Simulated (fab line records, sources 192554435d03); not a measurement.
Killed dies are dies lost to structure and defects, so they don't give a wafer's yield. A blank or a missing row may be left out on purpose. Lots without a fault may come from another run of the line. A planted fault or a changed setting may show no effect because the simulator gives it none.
fab line records | flow n5_finfet
record lots=24 wafers=72 last_day=17
route steps=1938 shown SD_EPI_N@279 SD_EPI_P@303 SD_ACTIVATION@332 ILD0@340
lots that met no fault: from a run of the same line without faults
start_h: hours from the record's first day to the start of the lot's first wafer shown | wait_h: hours since the lot's step before | " the same as in the row above | L1.1+2: a row that stands for several wafers | - no value, or no start given | * or withheld: withheld | < > ~ a bound
route shown NAME@n: a module of which the file shows steps, and the number in the route of the first | usual: mean/standard deviation of fault-free wafers | same: alike in all rows | chamber/n: place in a boat | sites: the reading at each site | _std_site: their standard deviation | _edge_site: outer sites' mean less inner sites' | radius_mm: how far each site lies from the wafer's centre | mask NAME#n: copy n | behind: the tool/chamber that last shaped the wafer | hold: why the lot was held/for how many hours/how that ended | device: the transistor (n, p or np) that didn't switch | end of line: the same wafers' tests at the end of the route | a step without rows: its recipe alone | killed: dies lost to structure and defects at the first sort, not the wafer's yield | map: a wafer's dies, x killed, . not, _ none there
set.NAME: the setting as run; set.NAME@STEP: as run at that earlier step | model.NAME: the simulator's own value behind a step, which no gauge read
steps of the route over a sample of lots; a table a step, a row a wafer
services: from which hour (start_h, from the record's first day; less than 0 if before it) a tool's chamber was out of use, for how many hours, and why
## steps
# step N5_SD_EPI_N_ETCH_16
# recipe chemistry=CHF3/O2 target=SiO2 target_depth_a=50 mask_material=SOC pressure_mtorr=30 source_w=650 bias_w=170 Ar_flow_sccm=200 CHF3_flow_sccm=50 O2_flow_sccm=5 ion_energy_ev=200
# usual drypump_motor_current_A=5.5/0.45 oes_ar_750_au=0.80/0.092 oes_product_au=0.80/0.098 rf_vpp_V=525/6 showerhead_plenum_p_Torr=2.42/0.074 throttle_valve_pct=19.03/0.21
# columns lot.wafer tool chamber start_h wait_h drypump_motor_current_A oes_ar_750_au oes_product_au rf_hours_counter_h rf_vpp_V showerhead_plenum_p_Torr throttle_valve_pct
L074.1 rie_diel-04 2 48.79 0.1 5.6 0.71 0.71 223 521 2.47 19.39
L074.5 " 3 " " 5.4 0.89 0.89 - 519 2.46 18.90
L074.6 " 2 " " 5.7 0.71 0.71 - 521 2.47 19.38
L075.1 rie_diel-01 2 55.17 0.1 5.6 0.68 0.69 237 528 2.27 18.74
L075.2 " 1 " " 6.1 0.82 0.81 71 518 2.34 19.07
L075.4 " 0 " " 5.9 0.70 0.70 223 527 2.48 19.08
L076.4 rie_diel-01 0 65.67 0.0 5.9 0.70 0.70 - 527 2.48 19.08
L076.5 " 3 " " 6.2 0.87 0.88 - 531 2.54 19.19
L076.6 " 2 " " 5.6 0.68 0.68 - 526 2.27 18.74
L077.1 rie_diel-02 3 67.40 0.1 4.9 0.78 0.78 117 532 2.43 18.86
L077.2 " 2 " " 5.0 0.76 0.75 137 516 2.32 19.19
L077.6 " 2 " " 5.0 0.76 0.76 - 516 2.32 19.17
L078.1 rie_diel-02 0 73.77 0.1 5.6 0.78 0.78 138 518 2.42 19.16
L078.4 " 1 " " 5.3 0.69 0.68 234 529 2.37 19.03
L078.6 " 2 " " 5.0 0.76 0.76 - 519 2.32 19.18
L079.4 rie_diel-01 3 80.75 0.1 6.2 0.86 0.86 58 529 2.54 19.20
L079.5 " 2 " " 5.6 0.67 0.68 - 527 2.27 18.77
L079.6 " 3 " " 6.2 0.87 0.87 - 530 2.54 19.18
L080.1 rie_diel-02 2 87.38 0.1 5.0 0.75 0.74 145 518 2.32 19.22
L080.3 " 0 " " 5.7 0.78 0.77 143 518 2.42 19.17
L080.4 " 1 " " 5.4 0.69 0.67 238 530 2.37 19.04
L081.2 rie_diel-01 0 92.67 0.1 5.9 0.70 0.69 236 527 2.48 19.11
L081.4 " 1 " " 6.0 0.81 0.80 82 518 2.34 19.08
L081.6 " 1 " " 6.0 0.81 0.80 - 518 2.34 19.11
L082.2 rie_diel-04 3 96.23 0.1 5.4 0.85 0.86 56 520 2.45 18.96
L082.3 " 1 " " 4.8 0.71 0.71 204 526 2.39 19.12
L082.6 " 1 " " 4.7 0.71 0.70 - 524 2.39 19.12
L083.1 rie_diel-04 2 103.57 0.1 5.6 0.69 0.70 247 522 2.46 19.43
L083.2 " 0 " " 5.5 0.97 0.98 5 534 2.47 18.97
L083.6 " 2 " " 5.6 0.69 0.69 - 521 2.46 19.43
L084.1 rie_diel-01 0 111.79 0.1 5.9 0.69 0.69 245 526 2.47 19.11
L084.2 " 3 " " 6.2 0.85 0.85 71 530 2.53 19.21
L084.4 " 1 " " 6.1 0.80 0.79 - 519 2.34 19.12
L085.1 rie_diel-02 3 116.21 0.1 4.9 0.76 0.75 137 532 2.42 18.91
L085.2 " 1 " " 5.4 0.68 0.68 248 530 2.37 19.04
L085.4 " 2 " " 5.0 0.74 0.73 155 516 2.32 19.23
L086.1 rie_diel-02 3 120.87 0.1 5.0 0.76 0.76 139 530 2.42 18.90
L086.3 " 0 " " 5.6 0.76 0.77 155 518 2.41 19.19
L086.4 " 0 " " 5.6 0.76 0.76 - 518 2.41 19.19
L087.3 rie_diel-04 3 128.77 0.1 5.4 0.84 0.84 70 518 2.44 18.96
L087.5 " 0 " " 5.5 0.93 0.94 - 535 2.46 18.99
L087.6 " 3 " " 5.4 0.84 0.84 - 518 2.44 18.98
L088.1 rie_diel-04 1 134.22 0.1 4.8 0.70 0.70 216 525 2.39 19.14
L088.2 " 0 " " 5.5 0.92 0.94 18 533 2.46 18.98
L088.3 " 3 " " 5.4 0.83 0.84 71 519 2.44 18.96
L089.1 rie_diel-04 2 144.43 0.1 5.6 0.93 0.95 7 520 2.46 19.04
L089.4 " 0 " " 5.5 0.92 0.94 22 534 2.46 18.99
L089.6 " 0 " " 5.6 0.91 0.94 - 533 2.46 19.01
L090.1 rie_diel-01 3 145.13 0.1 6.2 0.83 0.84 85 530 2.53 19.24
L090.2 " 1 " " 6.1 0.78 0.79 104 519 2.33 19.15
L090.5 " 3 " " 6.2 0.83 0.83 - 531 2.53 19.25
L091.3 rie_diel-02 2 155.69 0.1 5.0 0.73 0.72 171 516 2.31 19.25
L091.4 " 1 " " 5.3 0.95 0.94 7 529 2.37 18.64
L091.6 " 3 " " 4.9 0.75 0.75 - 532 2.42 18.93
L092.1 rie_diel-01 2 156.47 0.1 5.6 0.92 0.93 18 535 2.55 18.42
L092.3 " 1 " " 6.1 0.78 0.77 108 519 2.33 19.14
L092.6 " 3 " " 6.2 0.83 0.82 - 530 2.53 19.26
L093.1 rie_diel-01 2 163.62 0.1 5.6 0.93 0.92 21 535 2.55 18.41
L093.4 " 0 " " 5.9 0.99 1.00 5 527 2.47 18.70
L093.6 " 0 " " 5.9 0.98 1.00 - 526 2.47 18.70
L094.1 rie_diel-02 1 168.47 0.1 5.4 0.93 0.94 12 528 2.36 18.65
L094.2 " 3 " " 4.9 0.75 0.75 157 532 2.41 18.93
L094.3 " 2 " " 5.0 0.73 0.73 176 517 2.31 19.26
L095.2 rie_diel-04 0 176.72 0.1 5.5 0.90 0.91 33 533 2.46 19.01
L095.3 " 1 " " 4.8 0.69 0.69 230 525 2.38 19.16
L095.6 " 1 " " 4.7 0.69 0.69 - 523 2.38 19.17
L096.1 rie_diel-01 0 186.55 0.1 5.9 0.96 0.97 13 526 2.46 18.71
L096.3 " 2 " " 5.6 0.91 0.91 28 535 2.55 18.42
L096.5 " 1 " " 6.1 0.77 0.77 - 520 2.33 19.16
L097.3 rie_diel-04 1 189.48 0.1 4.7 0.68 0.68 235 524 2.38 19.16
L097.4 " 3 " " 5.4 0.81 0.82 93 519 2.43 19.00
L097.6 " 1 " " 4.7 0.69 0.69 - 525 2.38 19.15
# step N5_SD_EPI_P_CD_MEAS_09
# recipe target_cd_nm=240 landing_energy_ev=500 detector=se_inlens
# usual cd_nm=240.2/0.84
# columns lot.wafer tool chamber start_h wait_h cd_nm
L074.1 cd_sem-02 0 53.45 - 241.4
L074.5 " 0 " " 241.5
L074.6 " 0 " " 241.1
L075.1 cd_sem-01 0 59.59 - 241.1
L075.2 " 0 " " 241.3
L075.4 " 0 " " 241.6
L076.4 cd_sem-03 0 69.57 - 240.4
L076.5 " 0 " " 240.2
L076.6 " 0 " " 239.2
L077.1 cd_sem-02 0 71.13 - 239.6
L077.2 " 0 " " 240.3
L077.6 " 0 " " 240.2
L078.1 cd_sem-01 0 77.51 - 240.9
L078.4 " 0 " " 240.3
L078.6 " 0 " " 240.4
L079.4 cd_sem-02 0 84.50 - 242.5
L079.5 " 0 " " 240.1
L079.6 " 0 " " 241.5
L080.1 cd_sem-03 0 91.24 - 241.6
L080.3 " 0 " " 241.2
L080.4 " 0 " " 242.6
L081.2 cd_sem-01 0 96.68 - 239.9
L081.4 " 0 " " 240.4
L081.6 " 0 " " 240.0
L082.2 cd_sem-03 0 100.60 - 239.8
L082.3 " 0 " " 240.3
L082.6 " 0 " " 240.4
L083.1 cd_sem-03 0 107.30 - 240.0
L083.2 " 0 " " 239.7
L083.6 " 0 " " 240.3
L084.1 cd_sem-01 0 115.45 - 240.2
L084.2 " 0 " " 240.0
L084.4 " 0 " " 240.3
L085.1 cd_sem-03 0 120.38 - 239.6
L085.2 " 0 " " 238.7
L085.4 " 0 " " 238.5
L086.1 cd_sem-02 0 125.34 - 239.3
L086.3 " 0 " " 240.0
L086.4 " 0 " " 239.6
L087.3 cd_sem-03 0 132.43 - 238.8
L087.5 " 0 " " 239.2
L087.6 " 0 " " 239.8
L088.1 cd_sem-01 0 137.90 - 240.2
L088.2 " 0 " " 239.8
L088.3 " 0 " " 240.1
L089.1 cd_sem-02 0 148.21 - 240.0
L089.4 " 0 " " 239.9
L089.6 " 0 " " 239.8
L090.1 cd_sem-02 0 149.49 - 240.5
L090.2 " 0 " " 240.4
L090.5 " 0 " " 239.8
L091.3 cd_sem-02 0 159.47 - 239.9
L091.4 " 0 " " 240.1
L091.6 " 0 " " 240.3
L092.1 cd_sem-03 0 160.19 - 241.3
L092.3 " 0 " " 240.9
L092.6 " 0 " " 241.4
L093.1 cd_sem-02 0 167.49 - 240.8
L093.4 " 0 " " 240.9
L093.6 " 0 " " 239.9
L094.1 cd_sem-03 0 172.24 - 240.5
L094.2 " 0 " " 240.5
L094.3 " 0 " " 240.0
L095.2 cd_sem-02 0 180.45 - 239.8
L095.3 " 0 " " 239.7
L095.6 " 0 " " 239.8
L096.1 cd_sem-01 0 190.35 - 240.2
L096.3 " 0 " " 239.8
L096.5 " 0 " " 239.8
L097.3 cd_sem-02 0 193.26 - 239.2
L097.4 " 0 " " 239.6
L097.6 " 0 " " 240.0
# step N5_SD_EPI_P_INSPECT_11
# recipe mode=adi inspect_instrument=macro
# usual raw_defect_count=2.0/1.4
# columns lot.wafer tool chamber start_h wait_h raw_defect_count
L074.1 defect_inspect-01 - 53.50 0.0 2
L074.5 " - " " 3
L074.6 " - " " 0
L075.1 defect_inspect-02 - 59.64 0.0 0
L075.2 " - " " 0
L075.4 " - " " 0
L076.4 defect_inspect-02 - 69.62 0.0 2
L076.5 " - " " 1
L076.6 " - " " 1
L077.1 defect_inspect-01 - 71.19 0.0 3
L077.2 " - " " 1
L077.6 " - " " 3
L078.1 defect_inspect-01 - 77.57 0.0 1
L078.4 " - " " 3
L078.6 " - " " 1
L079.4 defect_inspect-01 - 84.56 0.0 2
L079.5 " - " " 1
L079.6 " - " " 0
L080.1 defect_inspect-01 - 91.30 0.0 2
L080.3 " - " " 5
L080.4 " - " " 1
L081.2 defect_inspect-01 - 96.74 0.0 4
L081.4 " - " " 2
L081.6 " - " " 3
L082.2 defect_inspect-02 - 100.66 0.0 1
L082.3 " - " " 2
L082.6 " - " " 0
L083.1 defect_inspect-01 - 107.35 0.0 5
L083.2 " - " " 2
L083.6 " - " " 3
L084.1 defect_inspect-02 - 115.51 0.0 1
L084.2 " - " " 1
L084.4 " - " " 2
L085.1 defect_inspect-02 - 120.43 0.0 1
L085.2 " - " " 2
L085.4 " - " " 0
L086.1 defect_inspect-01 - 125.40 0.0 0
L086.3 " - " " 2
L086.4 " - " " 5
L087.3 defect_inspect-01 - 132.48 0.0 3
L087.5 " - " " 2
L087.6 " - " " 3
L088.1 defect_inspect-02 - 137.95 0.0 2
L088.2 " - " " 2
L088.3 " - " " 2
L089.1 defect_inspect-01 - 148.26 0.0 3
L089.4 " - " " 0
L089.6 " - " " 0
L090.1 defect_inspect-01 - 149.54 0.0 4
L090.2 " - " " 0
L090.5 " - " " 1
L091.3 defect_inspect-01 - 159.52 0.0 1
L091.4 " - " " 2
L091.6 " - " " 2
L092.1 defect_inspect-01 - 160.25 0.0 3
L092.3 " - " " 3
L092.6 " - " " 2
L093.1 defect_inspect-02 - 167.54 0.0 5
L093.4 " - " " 1
L093.6 " - " " 2
L094.1 defect_inspect-01 - 172.29 0.0 3
L094.2 " - " " 1
L094.3 " - " " 3
L095.2 defect_inspect-02 - 180.50 0.0 0
L095.3 " - " " 1
L095.6 " - " " 5
L096.1 defect_inspect-02 - 190.40 0.0 1
L096.3 " - " " 3
L096.5 " - " " 1
L097.3 defect_inspect-01 - 193.31 0.0 0
L097.4 " - " " 4
L097.6 " - " " 4
# step N5_SD_ACTIVATION_RS_MEAS_03
# recipe thk_meas_gauge=four-point-probe
# usual RS_SD_N=21.9/0.31 RS_SD_P=55.9/0.94
# columns lot.wafer tool chamber start_h wait_h RS_SD_N[ohm/sq] RS_SD_P[ohm/sq]
L074.1 film_metro-01 - 57.71 0.2 22.3 57.2
L074.5 " - " " 22.2 57.7
L074.6 " - " " 22.5 57.5
L075.1 film_metro-01 - 63.84 0.2 22.0 56.6
L075.2 " - " " 21.8 56.9
L075.4 " - " " 21.5 57.1
L076.4 film_metro-02 - 74.96 0.1 21.5 55.8
L076.5 " - " " 21.4 55.5
L076.6 " - " " 21.7 55.7
L077.1 film_metro-01 - 75.44 0.2 21.9 55.9
L077.2 " - " " 21.7 55.6
L077.6 " - " " 21.6 55.8
L078.1 film_metro-01 - 82.11 0.2 20.9 56.2
L078.4 " - " " 21.0 56.7
L078.6 " - " " 21.3 57.4
L079.4 film_metro-01 - 89.21 0.1 22.3 56.8
L079.5 " - " " 22.2 57.2
L079.6 " - " " 22.2 55.9
L080.1 film_metro-01 - 95.50 0.2 21.8 58.0
L080.3 " - " " 22.0 57.3
L080.4 " - " " 22.1 56.4
L081.2 film_metro-01 - 101.18 0.2 22.1 55.5
L081.4 " - " " 22.2 55.8
L081.6 " - " " 22.0 55.8
L082.2 film_metro-02 - 105.82 0.2 22.0 54.9
L082.3 " - " " 22.2 54.6
L082.6 " - " " 22.1 55.3
L083.1 film_metro-01 - 111.75 0.2 21.8 55.9
L083.2 " - " " 21.8 55.4
L083.6 " - " " 22.0 55.8
L084.1 film_metro-01 - 119.70 0.2 21.4 55.6
L084.2 " - " " 21.7 55.8
L084.4 " - " " 21.4 55.6
L085.1 film_metro-01 - 125.57 0.2 21.5 55.6
L085.2 " - " " 21.9 55.9
L085.4 " - " " 21.6 55.8
L086.1 film_metro-01 - 129.66 0.2 22.0 55.0
L086.3 " - " " 22.2 54.7
L086.4 " - " " 21.6 55.4
L087.3 film_metro-02 - 136.70 0.2 21.8 55.6
L087.5 " - " " 22.3 55.0
L087.6 " - " " 22.2 56.1
L088.1 film_metro-02 - 142.22 0.2 21.8 55.3
L088.2 " - " " 21.9 54.6
L088.3 " - " " 22.1 55.4
L089.1 film_metro-02 - 152.62 0.2 21.9 55.3
L089.4 " - " " 21.5 55.4
L089.6 " - " " 21.6 54.8
L090.1 film_metro-01 - 154.00 0.2 21.6 56.6
L090.2 " - " " 21.6 56.9
L090.5 " - " " 21.9 56.4
L091.3 film_metro-02 - 163.76 0.2 22.4 54.7
L091.4 " - " " 21.9 54.3
L091.6 " - " " 22.2 55.0
L092.1 film_metro-02 - 164.62 0.2 21.9 55.2
L092.3 " - " " 21.9 55.4
L092.6 " - " " 21.9 55.1
L093.1 film_metro-02 - 171.87 0.2 21.7 55.3
L093.4 " - " " 21.9 55.8
L093.6 " - " " 21.5 55.9
L094.1 film_metro-01 - 176.82 0.2 21.8 55.0
L094.2 " - " " 21.7 55.3
L094.3 " - " " 21.9 55.1
L095.2 film_metro-01 - 185.68 0.2 22.1 56.4
L095.3 " - " " 21.8 57.3
L095.6 " - " " 22.4 57.0
L096.1 film_metro-02 - 194.60 0.2 21.6 55.8
L096.3 " - " " 21.9 55.7
L096.5 " - " " 22.2 54.7
L097.3 film_metro-01 - 198.41 0.2 22.0 56.9
L097.4 " - " " 22.4 56.0
L097.6 " - " " 22.2 56.8
# step N5_ILD0_CMP_07
# recipe stop_on=poly-Si material=SiO2_flowable t_overpolish_s=1.18 post_cmp_clean=alkaline_brush down_force_psi=4.1491 platen_rpm=51.796 pad_velocity_m_s=1.0306 target_thk_nm=138.88
# usual motor_current_A=12.6/1.4 platen_rpm=51.79/0.031 retaining_ring_pressure_frac=1.000/0.0048 slurry_flow_ml_min=150.1/0.42
# columns lot.wafer tool chamber start_h wait_h motor_current_A platen_rpm retaining_ring_pressure_frac slurry_flow_ml_min
L074.1 cmp-01 3 60.99 0.1 10.9 51.79 1.008 149.8
L074.6 " 1 " " 12.5 51.75 1.006 150.1
L074.5 " 2 " " 15.7 51.79 1.001 149.8
L075.1 cmp-02 0 66.89 0.0 11.5 51.76 1.007 149.4
L075.4 " 1 " " 15.0 51.74 0.999 149.8
L075.2 " 2 " " 10.4 51.82 1.003 149.7
L076.4 cmp-02 1 78.02 0.1 14.3 51.77 0.996 150.4
L076.5 " 3 " " 13.6 51.79 1.001 150.5
L076.6 " 0 " " 11.1 51.79 0.998 150.0
L077.2 cmp-02 2 78.92 0.2 11.0 51.79 0.993 150.5
L077.1 " 1 " " 15.1 51.83 0.996 150.0
L077.6 " 2 " " 11.2 51.78 1.004 150.0
L078.1 cmp-04 0 85.24 0.1 11.8 51.87 0.996 150.1
L078.4 " 1 " " 13.0 51.82 1.005 149.5
L078.6 " 0 " " 12.2 51.83 1.001 150.3
L079.4 cmp-02 0 92.25 0.1 10.8 51.81 1.008 150.7
L079.5 " 0 " " 10.4 51.76 1.007 150.4
L079.6 " 1 " " 14.4 51.78 1.008 150.1
L080.3 cmp-02 3 98.94 0.0 13.1 51.78 0.995 150.2
L080.4 " 1 " " 14.6 51.78 1.003 150.2
L080.1 " 2 " " 11.3 51.75 0.998 151.3
L081.2 cmp-04 1 104.21 0.0 13.1 51.77 0.999 150.1
L081.4 " 3 " " 11.3 51.74 1.000 149.9
L081.6 " 1 " " 13.3 51.76 0.999 149.7
L082.2 cmp-04 2 108.89 0.1 13.3 51.80 1.004 150.7
L082.3 " 0 " " 12.4 51.80 1.002 150.1
L082.6 " 2 " " 13.7 51.81 0.997 150.6
L083.1 cmp-01 1 115.05 0.1 12.3 51.78 1.007 150.3
L083.2 " 2 " " 15.2 51.80 0.996 150.1
L083.6 " 0 " " 14.1 51.82 0.998 149.5
L084.4 cmp-04 1 122.75 0.0 13.7 51.80 1.007 150.4
L084.2 " 2 " " 13.2 51.77 1.003 149.5
L084.1 " 3 " " 11.5 51.77 0.993 149.5
L085.4 cmp-04 2 128.66 0.1 13.6 51.80 0.999 150.2
L085.2 " 3 " " 11.3 51.79 0.993 150.4
L085.1 " 0 " " 12.2 51.77 1.001 149.4
L086.3 cmp-01 1 132.96 0.1 12.1 51.80 0.994 150.0
L086.1 " 2 " " 16.0 51.82 0.995 149.6
L086.4 " 3 " " 11.4 51.73 0.995 150.1
L087.3 cmp-04 1 139.82 0.1 13.2 51.85 0.992 150.0
L087.6 " 2 " " 13.1 51.82 0.994 150.0
L087.5 " 3 " " 11.2 51.78 1.000 149.5
L088.3 cmp-02 3 145.49 0.0 13.0 51.79 1.003 150.9
L088.2 " 0 " " 10.3 51.85 1.007 149.3
L088.1 " 1 " " 14.6 51.73 0.997 149.6
L089.1 cmp-02 0 155.67 0.0 10.7 51.78 1.000 150.3
L089.4 " 1 " " 13.5 51.79 1.003 149.5
L089.6 " 1 " " 14.5 51.79 1.000 150.4
L090.1 cmp-01 3 157.25 0.2 11.2 51.80 0.995 150.2
L090.2 " 0 " " 14.0 51.80 0.994 150.7
L090.5 " 1 " " 12.0 51.76 0.992 149.6
L091.4 cmp-02 3 166.78 0.0 13.2 51.76 1.009 149.4
L091.3 " 2 " " 11.2 51.85 1.005 150.4
L091.6 " 3 " " 12.9 51.84 1.004 149.0
L092.1 cmp-02 2 167.70 0.0 11.7 51.83 1.004 150.4
L092.3 " 3 " " 13.2 51.84 1.007 150.1
L092.6 " 3 " " 13.1 51.83 1.000 149.9
L093.4 cmp-04 1 174.96 0.1 13.3 51.84 0.994 150.0
L093.1 " 2 " " 13.2 51.79 0.995 150.4
L093.6 " 0 " " 12.5 51.83 1.001 150.2
L094.1 cmp-04 3 179.88 0.0 11.4 51.79 0.998 150.1
L094.3 " 0 " " 12.3 51.74 1.003 151.2
L094.2 " 2 " " 13.3 51.79 1.010 150.1
L095.3 cmp-02 0 189.23 0.1 10.9 51.81 1.001 150.2
L095.2 " 2 " " 11.0 51.78 0.998 149.5
L095.6 " 0 " " 11.0 51.79 0.997 150.1
L096.3 cmp-01 1 198.28 0.0 12.2 51.80 1.000 150.3
L096.1 " 0 " " 14.6 51.73 0.994 150.4
L096.5 " 2 " " 15.3 51.81 1.001 150.2
L097.4 cmp-02 1 201.85 0.1 14.2 51.78 1.005 150.4
L097.3 " 2 " " 10.5 51.83 0.999 149.8
L097.6 " 3 " " 13.8 51.83 0.998 150.7
# step N5_ILD0_INSPECT_06
# recipe inspect_instrument=darkfield mode=post_cmp
# usual raw_defect_count=45/25
# columns lot.wafer tool chamber start_h wait_h raw_defect_count
L074.1 defect_inspect-02 - 64.53 0.0 43
L074.5 " - " " 48
L074.6 " - " " 41
L075.1 defect_inspect-02 - 70.42 0.0 67
L075.2 " - " " 70
L075.4 " - " " 144
L076.4 defect_inspect-01 - 81.48 0.0 31
L076.5 " - " " 36
L076.6 " - " " 25
L077.1 defect_inspect-01 - 82.45 0.0 39
L077.2 " - " " 27
L077.6 " - " " 28
L078.1 defect_inspect-01 - 89.72 0.0 52
L078.4 " - " " 32
L078.6 " - " " 51
L079.4 defect_inspect-01 - 95.87 0.0 17
L079.5 " - " " 29
L079.6 " - " " 20
L080.1 defect_inspect-02 - 102.74 0.0 33
L080.3 " - " " 31
L080.4 " - " " 42
L081.2 defect_inspect-02 - 108.15 0.0 60
L081.4 " - " " 58
L081.6 " - " " 56
L082.2 defect_inspect-02 - 112.38 0.0 37
L082.3 " - " " 24
L082.6 " - " " 45
L083.1 defect_inspect-02 - 118.71 0.0 109
L083.2 " - " " 66
L083.6 " - " " 40
L084.1 defect_inspect-01 - 126.28 0.0 18
L084.2 " - " " 32
L084.4 " - " " 12
L085.1 defect_inspect-02 - 132.33 0.0 48
L085.2 " - " " 42
L085.4 " - " " 63
L086.1 defect_inspect-02 - 136.47 0.0 71
L086.3 " - " " 75
L086.4 " - " " 94
L087.3 defect_inspect-01 - 143.24 0.0 26
L087.5 " - " " 21
L087.6 " - " " 47
L088.1 defect_inspect-02 - 149.02 0.0 40
L088.2 " - " " 17
L088.3 " - " " 31
L089.1 defect_inspect-02 - 159.20 0.0 40
L089.4 " - " " 59
L089.6 " - " " 50
L090.1 defect_inspect-01 - 160.72 0.0 36
L090.2 " - " " 17
L090.5 " - " " 17
L091.3 defect_inspect-01 - 170.33 0.0 78
L091.4 " - " " 30
L091.6 " - " " 163
L092.1 defect_inspect-01 - 171.25 0.0 36
L092.3 " - " " 55
L092.6 " - " " 25
L093.1 defect_inspect-01 - 178.46 0.0 33
L093.4 " - " " 35
L093.6 " - " " 40
L094.1 defect_inspect-01 - 183.85 0.0 65
L094.2 " - " " 30
L094.3 " - " " 43
L095.2 defect_inspect-02 - 193.26 0.0 38
L095.3 " - " " 28
L095.6 " - " " 23
L096.1 defect_inspect-01 - 201.81 0.0 59
L096.3 " - " " 26
L096.5 " - " " 30
L097.3 defect_inspect-02 - 205.31 0.0 27
L097.4 " - " " 30
L097.6 " - " " 42
## services
# columns tool chamber start_h hours kind
cmp-01 - 26.96 1.2 repair
cmp-01 - 38.10 0.9 repair
cmp-02 - 52.52 4.0 pm
cmp-02 - 56.52 - consumable_replace:conditioner
cmp-02 - 56.52 - consumable_replace:pad
rie_diel-02 1 60.43 7.0 repair
rie_diel-01 1 63.32 3.7 repair
cmp-04 - 77.94 1.9 repair
rie_diel-01 2 95.82 - clean
rie_diel-01 2 95.82 - consumable_replace:focus_ring
rie_diel-01 2 95.82 - consumable_replace:showerhead
rie_diel-01 2 95.82 15.9 scheduled_down
rie_diel-01 2 95.82 15.9 vent_cycle
cmp-02 - 105.47 11.0 pm
rie_diel-01 1 105.60 1.4 repair
rie_diel-04 1 120.61 9.8 repair
cmp-01 - 122.32 0.2 repair
rie_diel-01 0 125.47 - clean
cmp-04 - 147.90 5.3 pm
cmp-04 - 154.33 19.0 pm
cmp-01 - 171.22 0.3 repair
rie_diel-02 0 180.49 4.4 repair
cmp-02 - 184.44 0.7 repair
cmp-04 - 191.17 5.9 repair
## key
fault none
